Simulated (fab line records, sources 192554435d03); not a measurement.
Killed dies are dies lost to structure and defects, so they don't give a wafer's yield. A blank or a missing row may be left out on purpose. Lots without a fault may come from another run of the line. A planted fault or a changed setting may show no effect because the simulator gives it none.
Chamber matching | flow n5_finfet | N5_HKMG_FIN_ALD_74 on ald_hk-03: 4 sister chambers
The step deposits La2O3, target thk 0.5 nm, pulse time 6 s, co reactant pulse time 1 s. 8 wafers are shown with their chamber, then 12 later ones without.

WAFERS WITH THEIR CHAMBER
wafer  | chamber | heater_power_w (W) | precursor_pulse_height_rel
L084.1 | 3       | 347                | 1.002
L084.2 | 1       | 404                | 1.007
L084.3 | 2       | 344                | 1.001
L084.5 | 0       | 320                | 0.980
L084.6 | 3       | 344                | 1.007
L085.1 | 2       | 343                | 0.981
L085.4 | 1       | 406                | 1.016
L085.6 | 0       | 312                | 1.032

WAFERS WITHOUT THEIR CHAMBER
wafer  | heater_power_w (W) | precursor_pulse_height_rel
L089.1 | 353                | 1.005
L089.2 | 403                | 1.004
L089.3 | 339                | 0.973
L089.4 | 309                | 0.998
L089.5 | 361                | 0.990
L089.6 | 402                | 0.986
L092.1 | 352                | 0.978
L092.2 | 318                | 0.984
L092.4 | 355                | 0.993
L093.2 | 341                | 1.014
L093.4 | 312                | 1.007
L093.6 | 398                | 0.997

WHICH CHAMBER EACH WENT THROUGH
wafer  | from the rows above     | in truth
L089.1 | can't be placed: 3 or 2 | 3
L089.2 | 1                       | 1
L089.3 | can't be placed: 2 or 3 | 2
L089.4 | 0                       | 0
L089.5 | can't be placed: 3 or 2 | 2
L089.6 | 1                       | 1
L092.1 | can't be placed: 3 or 2 | 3
L092.2 | 0                       | 0
L092.4 | can't be placed: 3 or 2 | 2
L093.2 | can't be placed: 2 or 3 | 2
L093.4 | 0                       | 0
L093.6 | 1                       | 1
Placed correctly: 6 of 12. Can't be placed from these rows: 6 (the true chamber is among the candidates in 6). Placed wrongly: 0.
How it was worked out, from the rows above alone: a wafer's distance from a chamber is the root of the sum, over the readings, of the square of ((its reading less the chamber's mean) divided by the reading's scatter). The wafer belongs to the nearest chamber; if the next one is less than 2 further off, it can't be placed. A chamber's mean is the mean of its shown wafers. The scatter: the root of (the sum of the squares of (reading less its chamber's mean) over the shown wafers, divided by (wafers less chambers)).
